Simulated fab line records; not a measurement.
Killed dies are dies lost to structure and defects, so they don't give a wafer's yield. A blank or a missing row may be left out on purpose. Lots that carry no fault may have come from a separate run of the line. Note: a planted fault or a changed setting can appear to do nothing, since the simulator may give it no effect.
Chamber matching | flow nand-harc | 4 sister chambers for NHARC_A_STAIRCASE_CMP_152 on cmp-01
The step polishes. 14 wafers are shown with their chamber, then 7 later ones without.

== WAFERS PAIRED WITH THEIR CHAMBERS ==
wafer  | chamber | motor-current-A (A) | slurry-filter-dp-kPa (kPa)
L075.1 | 1       | 11.8                | 13.43
L075.2 | 3       | 13.6                | 13.45
L075.3 | 0       | 12.0                | 13.71
L076.1 | 0       | 10.9                | 13.48
L076.4 | 2       | 12.3                | 13.36
L076.6 | 2       | 12.0                | 13.81
L078.1 | 0       | 11.7                | 13.20
L078.3 | 2       | 12.5                | 13.33
L078.6 | 3       | 13.2                | 13.49
L080.1 | 1       | 11.6                | 13.55
L080.3 | 0       | 11.8                | 13.71
L080.4 | 2       | 12.0                | 13.51
L083.1 | 0       | 11.2                | 13.23
L083.3 | 2       | 11.6                | 13.57

SIGNATURES (means of the wafers above)
reading              | chamber 0 | chamber 1 | chamber 2 | chamber 3 | scatter within a chamber
motor-current-A      | 11.520    | 11.700    | 12.080    | 13.400    | 0.374
slurry-filter-dp-kPa | 13.4660   | 13.4900   | 13.5160   | 13.4700   | 0.201
Rule: for each reading, subtract the chamber's mean from the wafer's reading, divide by that reading's scatter and square the result; add these up over the readings and take the root, which gives the wafer's distance from the chamber. If the next closest chamber is less than 2 further off than the closest, the wafer can't be placed; otherwise it belongs to the closest. The scatter: take each reading less its chamber's mean, square it, sum over the shown wafers, divide by the number of wafers less the number of chambers, and take the root.

== WAFERS WHOSE CHAMBER IS MISSING ==
wafer  | motor-current-A (A) | slurry-filter-dp-kPa (kPa)
L083.4 | 13.0                | 13.52
L086.3 | 11.6                | 13.38
L086.4 | 11.6                | 13.34
L086.6 | 12.8                | 13.30
L093.2 | 11.8                | 13.65
L093.3 | 11.5                | 13.49
L093.6 | 11.5                | 13.42

== EACH ONE'S CHAMBER ==
wafer  | from the rows above               | in truth
L083.4 | can't be placed: 3 or 2           | 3
L086.3 | can't be placed: 0 or 1 or 2      | 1
L086.4 | can't be placed: 0 or 1 or 2      | 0
L086.6 | can't be placed: 3 or 2 or 1 or 0 | 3
L093.2 | can't be placed: 1 or 2 or 0      | 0
L093.3 | can't be placed: 0 or 1 or 2      | 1
L093.6 | can't be placed: 0 or 1 or 2      | 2
Correctly placed: 0 of 7. Not placeable from these rows: 7 (in 7, the candidates include the true chamber). Placed wrongly: 0.
